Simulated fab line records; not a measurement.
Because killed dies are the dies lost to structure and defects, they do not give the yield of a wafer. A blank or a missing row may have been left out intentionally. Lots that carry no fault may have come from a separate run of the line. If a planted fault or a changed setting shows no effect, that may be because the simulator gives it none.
Which tool is to blame?	flow n5-finfet	10 lots with 30 wafers sampled at 5 steps, on a route of 1938 steps

== WHAT EACH GAUGE READ, for each wafer ==
N5_BEOL_M13_INSPECT_55: inspects for defects (darkfield).
lot	measured	on	raw-defect-count
L896	day 10 13:05	defect-inspect-01	69 55 53
L897	day 11 06:01	defect-inspect-02	56 52 122
L901	day 11 13:46	defect-inspect-01	62 52 92
L903	day 12 07:44	defect-inspect-01	49 58 56
L904	day 12 21:17	defect-inspect-02	242 117 84
L908	day 13 18:55	defect-inspect-01	107 86 84
L911	day 15 03:50	defect-inspect-02	934 892 920
L914	day 15 12:25	defect-inspect-01	887 945 911
L917	day 16 10:30	defect-inspect-02	70 58 60
L919	day 16 16:26	defect-inspect-01	81 86 72

== EACH LOT AND THE TOOL THAT RAN IT (in order: tool; ch and the chambers of the sampled wafers; start) ==
lot	N5_BEOL_M13_TRENCH_ETCH_34	N5_BEOL_M13_SPUTTER_45	N5_BEOL_M13_CMP_49	N5_BEOL_M13_PRE_CLEAN_52
L896	rie-diel-04 ch 0,1, day 10 11:05	pvd-sputter-02, day 10 12:03	cmp-02 ch 2,3, day 10 12:38	pecvd-02 ch 1,2, day 10 12:58
L897	rie-diel-04 ch 1,3, day 11 03:20	pvd-sputter-01, day 11 04:31	cmp-01 ch 0,2,3, day 11 05:38	pecvd-02 ch 0,1,2, day 11 05:54
L901	rie-diel-04 ch 0,1,2, day 11 10:34	pvd-sputter-02, day 11 12:44	cmp-04 ch 0,2, day 11 13:19	pecvd-04 ch 0,2, day 11 13:39
L903	rie-diel-05 ch 1,2, day 12 04:49	pvd-sputter-03, day 12 06:42	cmp-04 ch 1,2, day 12 07:17	pecvd-03 ch 1,2, day 12 07:37
L904	rie-diel-02 ch 0,2, day 12 14:52	pvd-sputter-01, day 12 20:16	cmp-02 ch 1,3, day 12 20:52	pecvd-04 ch 0,1, day 12 21:10
L908	rie-diel-02 ch 0,1, day 13 16:26	pvd-sputter-03, day 13 17:53	cmp-01 ch 0,2,3, day 13 18:30	pecvd-02 ch 0,2, day 13 18:47
L911	rie-diel-02 ch 0,1,2, day 14 23:11	pvd-sputter-02, day 15 02:48	cmp-01 ch 0,1,2, day 15 03:26	pecvd-02 ch 0,2, day 15 03:43
L914	rie-diel-04 ch 0,1, day 15 07:57	pvd-sputter-01, day 15 11:01	cmp-02 ch 2,3, day 15 12:00	pecvd-02 ch 0,1,2, day 15 12:18
L917	rie-diel-04 ch 2,3, day 16 06:16	pvd-sputter-01, day 16 09:22	cmp-01 ch 1,3, day 16 10:03	pecvd-03 ch 0,1, day 16 10:23
L919	rie-diel-02 ch 0,2,3, day 16 12:20	pvd-sputter-02, day 16 15:25	cmp-02 ch 1,3, day 16 15:59	pecvd-04 ch 0,2, day 16 16:19
- N5_BEOL_M13_TRENCH_ETCH_34: etches SiOC in C4F8/O2/Ar, target depth 413.47 nm, time 162.6 s.
- N5_BEOL_M13_SPUTTER_45: material Cu, target thk 80 nm, time 13.33 s.
- N5_BEOL_M13_CMP_49: polishes, stops on SiOC, t overpolish 17.1 s, target thk 420 nm.
- N5_BEOL_M13_PRE_CLEAN_52: time 15 s.

== THE ANSWER, worked out from the rows above alone ==
Rule: what is usual is taken from the lots themselves. The widest of any qualifying gaps counts: lots, ordered by their means at a reading, are off when they make up no more than a third of the lots, leave a main group of 4 or more, and stand apart from it by 3 or more times the standard deviation of that group's means. Not used: any main group whose means are identical at the precision the tables above print for the reading. A lot without any number at a reading at which 4 lots or more have one is off too. Any other lot the step has rows for is counted as sound.
Off, at N5_BEOL_M13_INSPECT_55 on raw-defect-count: L911, L914. The main group has a mean of 80 with a standard deviation of 28.
If a tool, at a process step before that reading, ran all the lots that are off and no sound lot after the first of them, it fits. Those tools and the gauges at N5_BEOL_M13_INSPECT_55 are tried in the same way. One candidate fits, namely pecvd-02 at N5_BEOL_M13_PRE_CLEAN_52. Its last sound lot is L908 (day 13 18:47), its first lot that is off L911 (day 15 03:43): a fault that began between those two fits.

== WHAT WAS PUT IN BY THE SIMULATOR ==
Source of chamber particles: pecvd-02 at N5_BEOL_M13_PRE_CLEAN_52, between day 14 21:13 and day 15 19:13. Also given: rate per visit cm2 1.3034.
Lots struck among those shown: L911, L914. This agrees with what the rule above found.
